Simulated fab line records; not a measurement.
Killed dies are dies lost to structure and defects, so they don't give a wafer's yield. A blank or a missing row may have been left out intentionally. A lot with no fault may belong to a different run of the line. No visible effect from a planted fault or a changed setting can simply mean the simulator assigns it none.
fab line records | flow nand-harc
[record] lots = 7 | wafers = 21 | last-day = 31
route steps=1302 shown A_STAIRCASE@723 END@1302
lots with no fault: from the same line, run without faults
start-h: start of the lot's first displayed wafer, in hours after the record's first day | wait-h: hours since the lot's step before | " the same as in the row above | L1.1+2: one row covering several wafers at once | - value missing, or start not given | * or withheld: withheld | < > ~ a bound
route shown NAME@n: a module of which the file shows steps, and the number in the route of the first | usual: mean/standard deviation taken from wafers without a fault | same: alike in all rows | chamber/n: place in a boat | sites: each site's reading | _std_site: their standard deviation | _edge_site: outer sites' mean less inner sites' | radius-mm: for every site, how far away it sits from the centre of the wafer | mask NAME#n: copy n | behind: the tool/chamber that last shaped the wafer | hold: reason for holding the lot/hours on hold/outcome of the hold | device: transistor that didn't switch, given as n, p or np | end of line: the tests these same wafers got at the end of their route | a step without rows: its recipe alone | killed: the dies lost at the first sort to structure and to defects; this is not the yield of the wafer | map: dies across one wafer; x = killed, . = not, _ = none there
set.NAME: the run value of the setting; set.NAME@STEP: its run value at that earlier step | model.NAME: the simulator's own value behind a step, which no gauge read
lots at selected steps of the route; one table per step, one row per wafer
services: when a tool's chamber went out of use (start-h, in hours from the record's first day, below 0 if earlier), for how many hours, and the reason
[[steps]]
[step NHARC_A_STAIRCASE_DEHYDRATE_209]
[recipe] temp-c = 150 | time-s = 120
[step NHARC_A_STAIRCASE_HMDS_210]
[recipe] time-s = 30
[step NHARC_A_STAIRCASE_COAT_211]
[recipe] spin-rpm = 1200
[step NHARC_A_STAIRCASE_SOFTBAKE_212]
[recipe] temp-c = 135 | time-s = 170
[step NHARC_A_STAIRCASE_EBR_213]
[step NHARC_A_STAIRCASE_EXPOSE_214]
[recipe] na = 0.5 | dose-mj = 31.26 | mask-id = STAIR_3
[step NHARC_A_STAIRCASE_PEB_215]
[recipe] peb-temp-c = 115 | peb-time-s = 130
[step NHARC_A_STAIRCASE_DEVELOP_216]
[recipe] time-s = 140
[step NHARC_A_STAIRCASE_HARDBAKE_218]
[recipe] temp-c = 120 | time-s = 140
[step NHARC_A_STAIRCASE_DESCUM_219]
[recipe] time-s = 3 | o2-flow-sccm = 200 | ar-flow-sccm = 0 | bias-power-w = 0 | chemistry = O2
[usual] drypump-motor-current-A = 5.7/0.41 | oes-product-au = 1.000/0.012 | rf-vpp-V = 57.7/0.93 | showerhead-plenum-p-Torr = 1.88/0.061 | throttle-valve-pct = 11.312/0.0088
lot.wafer | tool        | chamber | start-h | wait-h | drypump-motor-current-A | oes-product-au | rf-hours-counter-h | rf-vpp-V | showerhead-plenum-p-Torr | throttle-valve-pct
L916.4    | rie-diel-12 | 0       | 358.23  | -      | 5.7                     | 0.981          | 18                 | 58.1     | 1.87                     | 11.325
L916.2    | "           | 1       | "       | "      | 5.6                     | 0.981          | 27                 | 58.2     | 1.85                     | 11.307
L916.1    | "           | 2       | "       | "      | 5.8                     | 0.987          | 22                 | 57.1     | 1.97                     | 11.299
L918.2    | rie-diel-07 | 1       | 378.56  | -      | 6.3                     | 0.998          | 26                 | 56.5     | 1.84                     | 11.307
L918.6    | "           | 1       | "       | "      | 6.3                     | 1.011          | -                  | 57.7     | 1.84                     | 11.320
L918.5    | "           | 3       | "       | "      | 4.9                     | 0.996          | -                  | 56.8     | 1.82                     | 11.306
L925.2    | rie-diel-12 | 2       | 459.25  | -      | 5.8                     | 0.992          | 0                  | 57.1     | 1.96                     | 11.299
L925.1    | "           | 0       | "       | "      | 5.8                     | 1.007          | 1                  | 58.2     | 1.86                     | 11.302
L925.5    | "           | 3       | "       | "      | 6.0                     | 0.982          | -                  | 57.8     | 1.96                     | 11.300
L927.3    | rie-diel-07 | 3       | 471.14  | -      | 4.9                     | 0.993          | 59                 | 57.2     | 1.81                     | 11.327
L927.2    | "           | 1       | "       | "      | 6.3                     | 1.003          | 56                 | 59.4     | 1.83                     | 11.319
L927.6    | "           | 0       | "       | "      | 5.8                     | 0.998          | -                  | 56.6     | 1.88                     | 11.302
L931.2    | rie-diel-07 | 0       | 507.89  | -      | 5.8                     | 1.014          | 6                  | 56.5     | 1.88                     | 11.324
L931.4    | "           | 1       | "       | "      | 6.3                     | 1.028          | 6                  | 57.3     | 1.83                     | 11.308
L931.5    | "           | 3       | "       | "      | 4.8                     | 0.994          | -                  | 56.3     | 1.81                     | 11.315
L932.3    | rie-diel-07 | 3       | 525.23  | -      | 4.9                     | 0.990          | 12                 | 57.8     | 1.81                     | 11.308
L932.1    | "           | 1       | "       | "      | 6.3                     | 1.020          | 11                 | 57.3     | 1.83                     | 11.312
L932.4    | "           | 2       | "       | "      | 5.9                     | 0.999          | 12                 | 57.8     | 1.89                     | 11.301
L933.1    | rie-diel-07 | 3       | 539.38  | -      | 4.9                     | 0.975          | 16                 | 56.5     | 1.81                     | 11.310
L933.4    | "           | 0       | "       | "      | 5.8                     | 0.989          | 13                 | 58.0     | 1.88                     | 11.309
L933.6    | "           | 0       | "       | "      | 5.8                     | 0.997          | -                  | 56.6     | 1.88                     | 11.324
[step NHARC_A_STAIRCASE_TRIM_220]
[recipe] time-s = 211.2 | o2-flow-sccm = 500 | ar-flow-sccm = 0 | bias-w = 0 | chemistry = O2
[usual] drypump-motor-current-A = 5.8/0.41 | oes-product-au = 0.999/0.012 | rf-vpp-V = 57.7/0.84 | showerhead-plenum-p-Torr = 3.48/0.11 | throttle-valve-pct = 17.037/0.0094
lot.wafer | tool        | chamber | start-h | wait-h | drypump-motor-current-A | oes-product-au | rf-hours-counter-h | rf-vpp-V | showerhead-plenum-p-Torr | throttle-valve-pct
L916.1    | rie-diel-12 | 2       | 358.32  | 0.1    | 5.9                     | 0.998          | 22                 | 57.5     | 3.62                     | 17.024
L916.4    | "           | 3       | "       | "      | 6.0                     | 1.015          | 25                 | 58.5     | 3.63                     | 17.060
L916.2    | "           | 0       | "       | "      | 5.8                     | 0.984          | 18                 | 58.7     | 3.46                     | 17.040
L918.2    | rie-diel-07 | 1       | 378.66  | 0.1    | 6.3                     | 0.997          | 26                 | 57.7     | 3.40                     | 17.038
L918.5    | "           | 2       | "       | "      | 6.0                     | 1.014          | -                  | 58.9     | 3.51                     | 17.043
L918.6    | "           | 3       | "       | "      | 4.9                     | 1.007          | -                  | 57.2     | 3.37                     | 17.023
L925.1    | rie-diel-12 | 2       | 459.52  | 0.2    | 5.9                     | 0.986          | 0                  | 59.1     | 3.61                     | 17.031
L925.2    | "           | 1       | "       | "      | 5.6                     | 0.968          | 2                  | 57.4     | 3.40                     | 17.010
L925.5    | "           | 2       | "       | "      | 5.9                     | 0.986          | -                  | 57.8     | 3.61                     | 17.056
L927.3    | rie-diel-07 | 3       | 471.27  | 0.1    | 4.9                     | 0.991          | 59                 | 57.5     | 3.36                     | 17.034
L927.2    | "           | 0       | "       | "      | 5.9                     | 0.997          | 47                 | 56.7     | 3.47                     | 17.045
L927.6    | "           | 2       | "       | "      | 5.9                     | 1.024          | -                  | 57.8     | 3.50                     | 17.045
L931.2    | rie-diel-07 | 0       | 507.96  | 0.1    | 5.9                     | 1.007          | 6                  | 56.9     | 3.47                     | 17.029
L931.4    | "           | 3       | "       | "      | 4.9                     | 1.002          | 6                  | 56.7     | 3.35                     | 17.018
L931.5    | "           | 1       | "       | "      | 6.3                     | 1.021          | -                  | 58.2     | 3.38                     | 17.036
L932.4    | rie-diel-07 | 3       | 525.31  | 0.1    | 4.9                     | 0.980          | 12                 | 56.7     | 3.35                     | 17.045
L932.1    | "           | 0       | "       | "      | 5.8                     | 0.996          | 10                 | 57.5     | 3.47                     | 17.032
L932.3    | "           | 2       | "       | "      | 6.0                     | 1.000          | 13                 | 56.7     | 3.49                     | 17.038
L933.1    | rie-diel-07 | 1       | 539.50  | 0.1    | 6.3                     | 1.005          | 14                 | 56.1     | 3.37                     | 17.027
L933.4    | "           | 2       | "       | "      | 5.9                     | 0.999          | 16                 | 57.8     | 3.49                     | 17.047
L933.6    | "           | 0       | "       | "      | 5.9                     | 0.996          | -                  | 59.0     | 3.47                     | 17.039
[step NHARC_A_STAIRCASE_ETCH_221]
[recipe] target-depth-a = 1000 | time-s = 40.5 | ion-energy-ev = 400 | c4f8-flow-sccm = 20 | o2-flow-sccm = 10 | ar-flow-sccm = withheld | rf-w = 600 | bias-w = 1000 | chemistry = C4F8/O2
[usual] oes-product-au = 0.942/0.021 | rf-fwd-power-W = 592.2/2.8 | rf-vpp-V = 894/4.2
lot.wafer | tool        | chamber | start-h | wait-h | oes-product-au | rf-fwd-power-W | rf-hours-counter-h | rf-vpp-V
L916.4    | rie-diel-12 | 2       | 358.47  | -      | 0.945          | 591.2          | 22                 | 900
L916.1    | "           | 0       | "       | "      | 0.941          | 590.0          | 18                 | 895
L916.2    | "           | 1       | "       | "      | 0.951          | 600.3          | 27                 | 892
L918.2    | rie-diel-07 | 1       | 378.85  | -      | 0.940          | 595.6          | 26                 | 892
L918.5    | "           | 3       | "       | "      | 0.943          | 594.7          | -                  | 889
L918.6    | "           | 2       | "       | "      | 0.962          | 587.3          | -                  | 896
L925.1    | rie-diel-12 | 1       | 459.67  | -      | 0.911          | 594.6          | 2                  | 892
L925.2    | "           | 0       | "       | "      | 0.950          | 589.8          | 2                  | 891
L925.5    | "           | 2       | "       | "      | 0.924          | 593.0          | -                  | 899
L927.3    | rie-diel-08 | 0       | 471.46  | -      | 0.997          | 592.7          | 33                 | 886
L927.2    | "           | 1       | "       | "      | 1.015          | 593.1          | 35                 | 891
L927.6    | "           | 3       | "       | "      | 1.013          | 592.3          | -                  | 902
L931.4    | rie-diel-07 | 3       | 508.12  | -      | 1.111          | 592.9          | 6                  | 888
L931.2    | "           | 0       | "       | "      | 1.124          | 586.9          | 6                  | 894
L931.5    | "           | 3       | "       | "      | 1.119          | 591.4          | -                  | 890
L932.4    | rie-diel-07 | 0       | 525.47  | -      | 1.102          | 588.1          | 10                 | 895
L932.1    | "           | 2       | "       | "      | 1.131          | 588.3          | 13                 | 895
L932.3    | "           | 3       | "       | "      | 1.099          | 594.1          | 12                 | 890
L933.4    | rie-diel-07 | 1       | 539.62  | -      | 1.167          | 594.9          | 14                 | 890
L933.1    | "           | 3       | "       | "      | 1.113          | 596.1          | 16                 | 891
L933.6    | "           | 1       | "       | "      | 1.167          | 593.0          | -                  | 890
[step NHARC_A_STAIRCASE_TRIM_222]
[recipe] time-s = 211.2 | o2-flow-sccm = 500 | ar-flow-sccm = 0 | bias-w = 0 | chemistry = O2
[usual] drypump-motor-current-A = 5.8/0.38 | oes-product-au = 0.998/0.012 | rf-vpp-V = 57.6/0.91 | showerhead-plenum-p-Torr = 3.47/0.11 | throttle-valve-pct = 17.037/0.0095
lot.wafer | tool        | chamber | start-h | wait-h | drypump-motor-current-A | oes-product-au | rf-hours-counter-h | rf-vpp-V | showerhead-plenum-p-Torr | throttle-valve-pct
L916.2    | rie-diel-12 | 3       | -       | -      | 6.0                     | 1.002          | 25                 | 57.5     | 3.63                     | 17.043
L916.4    | "           | 0       | "       | "      | 5.7                     | 1.002          | 18                 | 58.0     | 3.46                     | 17.044
L916.1    | "           | 1       | "       | "      | 5.6                     | 0.998          | 27                 | 57.6     | 3.42                     | 17.038
L918.2    | rie-diel-07 | 1       | -       | -      | 6.3                     | 0.995          | 26                 | 59.4     | 3.40                     | 17.033
L918.5    | "           | 1       | "       | "      | 6.3                     | 1.003          | -                  | 57.2     | 3.40                     | 17.045
L918.6    | "           | 2       | "       | "      | 6.0                     | 1.023          | -                  | 58.7     | 3.51                     | 17.023
L925.1    | rie-diel-12 | 3       | -       | -      | 6.0                     | 0.991          | 2                  | 59.1     | 3.61                     | 17.037
L925.2    | "           | 2       | "       | "      | 5.8                     | 0.988          | 0                  | 58.2     | 3.61                     | 17.030
L925.5    | "           | 3       | "       | "      | 6.0                     | 0.989          | -                  | 58.3     | 3.61                     | 17.025
L927.3    | rie-diel-12 | 3       | 471.59  | -      | 6.0                     | 0.985          | 6                  | 57.8     | 3.61                     | 17.033
L927.2    | "           | 1       | "       | "      | 5.6                     | 0.975          | 6                  | 56.5     | 3.40                     | 17.012
L927.6    | "           | 3       | "       | "      | 6.0                     | 0.990          | -                  | 57.7     | 3.61                     | 17.041
L931.4    | rie-diel-07 | 0       | -       | -      | 5.9                     | 0.996          | 6                  | 57.0     | 3.47                     | 17.039
L931.2    | "           | 2       | "       | "      | 6.0                     | 0.988          | 6                  | 59.1     | 3.49                     | 17.011
L931.5    | "           | 3       | "       | "      | 4.9                     | 0.979          | -                  | 57.3     | 3.35                     | 17.037
L932.1    | rie-diel-07 | 3       | -       | -      | 4.9                     | 0.983          | 12                 | 58.0     | 3.35                     | 17.047
L932.3    | "           | 0       | "       | "      | 5.9                     | 0.986          | 10                 | 58.6     | 3.47                     | 17.043
L932.4    | "           | 1       | "       | "      | 6.3                     | 1.014          | 11                 | 57.0     | 3.38                     | 17.036
L933.4    | rie-diel-07 | 3       | -       | -      | 4.9                     | 0.988          | 16                 | 57.1     | 3.35                     | 17.032
L933.1    | "           | 0       | "       | "      | 5.9                     | 1.003          | 14                 | 57.9     | 3.47                     | 17.028
L933.6    | "           | 3       | "       | "      | 4.9                     | 0.994          | -                  | 57.3     | 3.35                     | 17.017
[step NHARC_END_SORT_01]
[recipe] temp-c = 25
[usual] killed-at-array = 56/17 | killed-at-other = 1.2/1.4 | killed-at-periphery = 4/3.2 | killed-dies = 61/16 | killed-open = 3.6/2.1 | killed-short = 2.7/1.8
[same] gross-dies = 677
lot.wafer | tool      | chamber | start-h | wait-h | killed-at-array | killed-at-other | killed-at-periphery | killed-dies | killed-open | killed-short
L916.1    | prober-01 | 0       | 559.53  | 2.5    | 30              | 0               | 4                   | 34          | 3           | 3
L916.2    | prober-01 | 0       | 560.32  | 2.8    | 36              | 0               | 6                   | 42          | 6           | 4
L916.4    | prober-01 | 0       | 561.90  | 3.4    | 43              | 0               | 5                   | 48          | 4           | 6
L925.1    | prober-01 | 0       | 662.23  | 2.5    | 32              | 2               | 3                   | 37          | 4           | 0
L925.2    | prober-01 | 0       | 663.05  | 2.8    | 39              | 1               | 4                   | 44          | 4           | 2
L925.5    | prober-01 | 0       | 665.48  | 3.7    | 47              | 1               | 3                   | 51          | 4           | 2
L927.2    | prober-01 | 0       | 684.93  | 2.8    | 75              | 0               | 4                   | 79          | 5           | 1
L927.6    | prober-01 | 0       | 688.13  | 4.0    | 75              | 0               | 2                   | 77          | 2           | 3
L931.2    | prober-01 | 0       | 715.13  | 2.8    | 669             | 2               | 6                   | 677         | 1           | 3
L931.4    | prober-01 | 0       | 716.73  | 3.4    | 676             | 1               | 0                   | 677         | 0           | 4
L931.5    | prober-01 | 0       | 717.53  | 3.7    | 671             | 2               | 4                   | 677         | 6           | 1
L932.1    | prober-02 | 0       | 721.63  | 2.5    | 672             | 1               | 4                   | 677         | 5           | 2
L932.3    | prober-02 | 0       | 723.21  | 3.1    | 673             | 1               | 3                   | 677         | 1           | 4
L932.4    | prober-02 | 0       | 724.01  | 3.4    | 672             | 2               | 3                   | 677         | 3           | 0
L933.1    | prober-02 | 0       | 737.16  | 2.5    | 670             | 2               | 5                   | 677         | 7           | 2
L933.4    | prober-02 | 0       | 739.57  | 3.4    | 673             | 0               | 4                   | 677         | 4           | 0
L933.6    | prober-02 | 0       | 741.17  | 4.0    | 671             | 0               | 6                   | 677         | 7           | 6
// killed by level:class
L916.1 A_SLIT:chamber-film-flake=18 P_ZERO_WELL:chamber-film-flake=3 A_M0:geometric-particle:open=2 A_CHANNEL_FILL_D1:geometric-particle:open=1 A_ONON_D2:geometric-particle:short=1 A_CONTACT:geometric-particle:short=1 A_M0:geometric-particle:short=1 P_BONDPAD:chamber-film-flake=1
L916.2 A_SLIT:chamber-film-flake=18 A_CHANNEL_HOLE_D2:chamber-film-flake=5 A_STAIRCASE:chamber-film-flake=4 P_CONTACT:geometric-particle:open=2 P_M0:geometric-particle:short=2 A_CHANNEL_FILL_D2:chamber-film-flake=2 P_STI:geometric-particle:short=1 A_SOURCE_PLATE:geometric-particle:open=1
L916.4 A_SLIT:chamber-film-flake=22 A_CHANNEL_HOLE_D2:chamber-film-flake=6 P_CONTACT:geometric-particle:open=2 A_ONON_D2:geometric-particle:short=2 P_BONDPAD:chamber-film-flake=2 A_CHANNEL_FILL_D1:chamber-film-flake=2 P_ZERO_WELL:geometric-particle:short=1 A_SOURCE_PLATE:geometric-particle:short=1
L925.1 A_CHANNEL_HOLE_D2:chamber-film-flake=14 A_CHANNEL_HOLE_D1:chamber-film-flake=6 A_STAIRCASE:chamber-film-flake=2 A_WL_FILL:chamber-film-flake=2 A_CONTACT:chamber-film-flake=2 A_M0:chamber-film-flake=2 THIN_TSV:chamber-film-flake=2 A_SOURCE_PLATE:geometric-particle:open=1
L925.2 A_CHANNEL_HOLE_D2:chamber-film-flake=16 A_CONTACT:chamber-film-flake=5 A_CHANNEL_HOLE_D1:chamber-film-flake=4 A_STAIRCASE:chamber-film-flake=4 P_M1:chamber-film-flake=2 A_SLIT:chamber-film-flake=2 P_M0:geometric-particle:open=1 A_CHANNEL_FILL_D1:geometric-particle:short=1
L925.5 A_CHANNEL_HOLE_D2:chamber-film-flake=20 A_STAIRCASE:chamber-film-flake=8 A_CHANNEL_HOLE_D1:chamber-film-flake=8 A_CONTACT:chamber-film-flake=4 A_M0:chamber-film-flake=2 P_CONTACT:geometric-particle:open=1 P_M0:geometric-particle:open=1 A_SOURCE_PLATE:geometric-particle:open=1
L927.2 A_SLIT:chamber-film-flake=31 A_CHANNEL_HOLE_D1:chamber-film-flake=23 A_CHANNEL_HOLE_D2:chamber-film-flake=11 A_ONON_D2:geometric-particle:open=2 P_M1:chamber-film-flake=2 A_DECK1_JOINT:chamber-film-flake=2 P_GATE:geometric-particle:short=1 P_CONTACT:geometric-particle:open=1
L927.6 A_SLIT:chamber-film-flake=27 A_CHANNEL_HOLE_D1:chamber-film-flake=18 A_CHANNEL_HOLE_D2:chamber-film-flake=17 A_CONTACT:chamber-film-flake=3 A_ONON_D2:geometric-particle:short=2 A_DECK1_JOINT:chamber-film-flake=2 A_STAIRCASE:chamber-film-flake=2 A_DECK1_JOINT:geometric-particle:open=1
L931.2 A_STAIRCASE:area-etch=621 A_SLIT:chamber-film-flake=27 A_CONTACT:chamber-film-flake=7 A_CHANNEL_HOLE_D1:chamber-film-flake=5 P_M2:chamber-film-flake=3 A_DECK1_JOINT:chamber-film-flake=3 A_SGD_CUT:chamber-film-flake=2 THIN_TSV:chamber-film-flake=2
L931.4 A_STAIRCASE:area-etch=629 A_SLIT:chamber-film-flake=25 A_CHANNEL_HOLE_D1:chamber-film-flake=8 A_CONTACT:chamber-film-flake=3 A_CHANNEL_FILL_D1:geometric-particle:short=2 A_CHANNEL_HOLE_D2:chamber-film-flake=2 A_SGD_CUT:chamber-film-flake=2 A_DECK1_JOINT:geometric-particle:short=1
L931.5 A_STAIRCASE:area-etch=609 A_SLIT:chamber-film-flake=24 A_CHANNEL_HOLE_D1:chamber-film-flake=12 A_CONTACT:chamber-film-flake=12 A_SGD_CUT:chamber-film-flake=5 A_ONON_D2:geometric-particle:open=2 A_M0:geometric-particle:open=2 A_CHANNEL_FILL_D2:chamber-film-flake=2
L932.1 A_STAIRCASE:area-etch=613 A_SLIT:chamber-film-flake=28 A_CHANNEL_HOLE_D1:chamber-film-flake=23 A_STAIRCASE:chamber-film-flake=3 P_M0:geometric-particle:open=2 P_CONTACT:geometric-particle:short=1 A_SOURCE_PLATE:geometric-particle:open=1 A_CHANNEL_HOLE_D1:geometric-particle:open=1
L932.3 A_STAIRCASE:area-etch=609 A_SLIT:chamber-film-flake=35 A_CHANNEL_HOLE_D1:chamber-film-flake=20 A_STAIRCASE:chamber-film-flake=4 A_WL_FILL:geometric-particle:short=2 P_M0:chamber-film-flake=2 A_CHANNEL_HOLE_D1:geometric-particle:short=1 A_CHANNEL_FILL_D1:geometric-particle:short=1
L932.4 A_STAIRCASE:area-etch=602 A_SLIT:chamber-film-flake=33 A_CHANNEL_HOLE_D1:chamber-film-flake=28 THIN_TSV:chamber-film-flake=2 P_M0:chamber-film-flake=2 A_STAIRCASE:chamber-film-flake=2 A_WL_FILL:chamber-film-flake=2 A_CHANNEL_FILL_D2:chamber-film-flake=1
L933.1 A_STAIRCASE:area-etch=619 A_CHANNEL_HOLE_D2:chamber-film-flake=26 A_CHANNEL_HOLE_D1:chamber-film-flake=7 A_SLIT:chamber-film-flake=3 A_BONDPAD:chamber-film-flake=3 A_ONON_D1:geometric-particle:open=2 A_CONTACT:chamber-film-flake=2 THIN_TSV:chamber-film-flake=2
L933.4 A_STAIRCASE:area-etch=621 A_CHANNEL_HOLE_D2:chamber-film-flake=21 A_CHANNEL_HOLE_D1:chamber-film-flake=8 A_CONTACT:chamber-film-flake=8 A_SLIT:chamber-film-flake=5 A_ONON_D1:geometric-particle:open=2 P_STI:chamber-film-flake=2 A_DECK1_JOINT:chamber-film-flake=2
L933.6 A_STAIRCASE:area-etch=618 A_CHANNEL_HOLE_D2:chamber-film-flake=22 A_CHANNEL_HOLE_D1:chamber-film-flake=9 A_SLIT:chamber-film-flake=5 P_STI:chamber-film-flake=3 A_CONTACT:chamber-film-flake=3 A_SOURCE_PLATE:geometric-particle:short=2 A_CONTACT:geometric-particle:open=2
// map L931.2 (x killed, . not)
____________x____________
_________xxxxxxx_________
_______xxxxxxxxxxx_______
______xxxxxxxxxxxxx______
_____xxxxxxxxxxxxxxx_____
____xxxxxxxxxxxxxxxxx____
____xxxxxxxxxxxxxxxxx____
___xxxxxxxxxxxxxxxxxxx___
___xxxxxxxxxxxxxxxxxxx___
__xxxxxxxxxxxxxxxxxxxxx__
__xxxxxxxxxxxxxxxxxxxxx__
_xxxxxxxxxxxxxxxxxxxxxxx_
_xxxxxxxxxxxxxxxxxxxxxxx_
_xxxxxxxxxxxxxxxxxxxxxxx_
_xxxxxxxxxxxxxxxxxxxxxxx_
_xxxxxxxxxxxxxxxxxxxxxxx_
xxxxxxxxxxxxxxxxxxxxxxxxx
xxxxxxxxxxxxxxxxxxxxxxxxx
xxxxxxxxxxxxxxxxxxxxxxxxx
xxxxxxxxxxxxxxxxxxxxxxxxx
xxxxxxxxxxxxxxxxxxxxxxxxx
_xxxxxxxxxxxxxxxxxxxxxxx_
_xxxxxxxxxxxxxxxxxxxxxxx_
_xxxxxxxxxxxxxxxxxxxxxxx_
_xxxxxxxxxxxxxxxxxxxxxxx_
_xxxxxxxxxxxxxxxxxxxxxxx_
__xxxxxxxxxxxxxxxxxxxxx__
__xxxxxxxxxxxxxxxxxxxxx__
___xxxxxxxxxxxxxxxxxxx___
___xxxxxxxxxxxxxxxxxxx___
____xxxxxxxxxxxxxxxxx____
____xxxxxxxxxxxxxxxxx____
_____xxxxxxxxxxxxxxx_____
______xxxxxxxxxxxxx______
_______xxxxxxxxxxx_______
_________xxxxxxx_________
____________x____________
// map L932.1 (x killed, . not)
____________x____________
_________xxxxxxx_________
_______xxxxxxxxxxx_______
______xxxxxxxxxxxxx______
_____xxxxxxxxxxxxxxx_____
____xxxxxxxxxxxxxxxxx____
____xxxxxxxxxxxxxxxxx____
___xxxxxxxxxxxxxxxxxxx___
___xxxxxxxxxxxxxxxxxxx___
__xxxxxxxxxxxxxxxxxxxxx__
__xxxxxxxxxxxxxxxxxxxxx__
_xxxxxxxxxxxxxxxxxxxxxxx_
_xxxxxxxxxxxxxxxxxxxxxxx_
_xxxxxxxxxxxxxxxxxxxxxxx_
_xxxxxxxxxxxxxxxxxxxxxxx_
_xxxxxxxxxxxxxxxxxxxxxxx_
xxxxxxxxxxxxxxxxxxxxxxxxx
xxxxxxxxxxxxxxxxxxxxxxxxx
xxxxxxxxxxxxxxxxxxxxxxxxx
xxxxxxxxxxxxxxxxxxxxxxxxx
xxxxxxxxxxxxxxxxxxxxxxxxx
_xxxxxxxxxxxxxxxxxxxxxxx_
_xxxxxxxxxxxxxxxxxxxxxxx_
_xxxxxxxxxxxxxxxxxxxxxxx_
_xxxxxxxxxxxxxxxxxxxxxxx_
_xxxxxxxxxxxxxxxxxxxxxxx_
__xxxxxxxxxxxxxxxxxxxxx__
__xxxxxxxxxxxxxxxxxxxxx__
___xxxxxxxxxxxxxxxxxxx___
___xxxxxxxxxxxxxxxxxxx___
____xxxxxxxxxxxxxxxxx____
____xxxxxxxxxxxxxxxxx____
_____xxxxxxxxxxxxxxx_____
______xxxxxxxxxxxxx______
_______xxxxxxxxxxx_______
_________xxxxxxx_________
____________x____________
[[services]]
tool        | chamber | start-h | hours | kind
rie-diel-08 | 2       | 342.26  | 1.4   | repair
rie-diel-07 | 3       | 347.17  | 4.9   | repair
rie-diel-07 | 0       | 357.00  | -     | clean
rie-diel-07 | 1       | 357.00  | -     | clean
rie-diel-07 | 2       | 357.00  | -     | clean
rie-diel-07 | 3       | 357.00  | -     | clean
rie-diel-08 | -       | 367.88  | 9.0   | pm
rie-diel-07 | 0       | 381.54  | -     | clean
rie-diel-07 | 1       | 381.54  | -     | clean
rie-diel-07 | 2       | 381.54  | -     | clean
rie-diel-07 | 3       | 381.54  | -     | clean
rie-diel-07 | 0       | 385.23  | 18.2  | repair
rie-diel-07 | 0       | 406.04  | -     | clean
rie-diel-07 | 1       | 406.04  | -     | clean
rie-diel-07 | 2       | 406.04  | -     | clean
rie-diel-07 | 3       | 406.04  | -     | clean
rie-diel-07 | 0       | 430.54  | -     | clean
rie-diel-07 | 1       | 430.54  | -     | clean
rie-diel-08 | 0       | 431.78  | 2.8   | repair
rie-diel-07 | 2       | 437.81  | 9.2   | repair
rie-diel-12 | -       | 447.46  | 9.0   | pm
rie-diel-07 | -       | 471.34  | 9.0   | pm
rie-diel-08 | 0       | 481.63  | 3.7   | repair
rie-diel-08 | -       | 488.25  | 0.8   | repair
[[key]]
[first-sign] step = NHARC_A_STAIRCASE_ETCH_221 | reading = oes-product-au | direction = up | sigmas = 8.7 | usual = 0.942 | struck = 1.126
[effect] step = NHARC_END_SORT_01 | reading = killed-dies | direction = up | sigmas = 37 | usual = 61 | struck = 677
[more-kills-born-at] NHARC_A_STAIRCASE_ETCH_221@rie-diel-07 = 5541
met-at NHARC_A_STAIRCASE_ETCH_221
struck-wafers L931.2,L931.4,L931.5,L932.1,L932.3,L932.4,L933.1,L933.4,L933.6
later-rows-left-out L931.2,L931.4,L931.5,L932.1,L932.3,L932.4,L933.1,L933.4,L933.6
tester-left-out L931,L932,L933
onset-between 378.85 508.12
[fault] kind = process-parameter-drift | tool = rie-diel-07 | chamber = - | onset-h = 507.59 | steps = NHARC_A_STAIRCASE_ETCH_221 | channel = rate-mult | offset = 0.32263 | shape = step | end-h = 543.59
// tester-left-out: of these lots the tester's yield and bins aren't shown, on N5 and GAA mostly nor the transistor test; their killed dies are dies lost to structure and defects alone, not to doping, threshold or leakage, so they don't give the yield
// later-rows-left-out: the simulator's readings of these wafers behind a module that went badly wrong aren't trusted and aren't shown, but for the sort
